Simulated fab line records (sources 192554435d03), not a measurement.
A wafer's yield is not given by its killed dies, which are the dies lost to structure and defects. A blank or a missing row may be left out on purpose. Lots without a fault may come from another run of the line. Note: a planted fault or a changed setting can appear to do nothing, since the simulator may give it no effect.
Matching of chambers    flow n5Finfet    3 sister chambers for N5_BEOL_M0_CO_CAP_123 on cvdCo-02
The step material Co, precursor CCTBA/H2, target thk 2 nm, time 102.1 s. 24 wafers are shown with their chamber, then 12 later ones without.

## WAFERS WITH THEIR CHAMBER
wafer   chamber  heaterPowerW (W)
L075.2  2        236
L075.4  0        211
L075.6  0        209
L077.1  1        246
L077.4  1        246
L077.5  0        211
L076.1  2        229
L076.4  0        212
L076.5  1        239
L078.1  1        245
L078.3  2        240
L078.4  0        215
L080.1  0        210
L080.4  1        243
L080.6  2        232
L083.2  2        238
L083.4  0        211
L083.6  1        234
L084.1  0        205
L084.4  2        234
L084.6  0        211
L087.1  2        235
L087.2  1        242
L087.5  2        241

SIGNATURES, as means of the wafers listed above
reading       chamber 0  chamber 1  chamber 2  scatter within a chamber
heaterPowerW  210.56     242.14     235.62     3.68
Rule: a wafer's distance from a chamber is the root of the sum, over the readings, of the square of ((its reading less the chamber's mean) divided by the reading's scatter). The wafer belongs to the nearest chamber; if the next one is less than 2 further off, it can't be placed. How the scatter is found: for the shown wafers, subtract from each reading the mean of its chamber, square and add these, divide the total by (wafers less chambers), then take the root.

## WAFERS WITH NO CHAMBER GIVEN
wafer   heaterPowerW (W)
L088.1  249
L088.3  213
L088.6  233
L091.1  237
L091.2  242
L091.6  243
L093.1  236
L093.4  221
L093.6  247
L097.2  213
L097.3  241
L097.6  218

## THE CHAMBER EACH PASSED THROUGH
wafer   from the rows above      in truth
L088.1  can't be placed: 1 or 2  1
L088.3  0                        0
L088.6  can't be placed: 2 or 1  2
L091.1  can't be placed: 2 or 1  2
L091.2  can't be placed: 1 or 2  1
L091.6  can't be placed: 1 or 2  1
L093.1  can't be placed: 2 or 1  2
L093.4  can't be placed: 0 or 2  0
L093.6  can't be placed: 1 or 2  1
L097.2  0                        0
L097.3  can't be placed: 1 or 2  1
L097.6  0                        0
Correctly placed: 3 of 12. These rows do not allow placing 9 (true chamber among the candidates in 9). Number placed wrongly: 0.
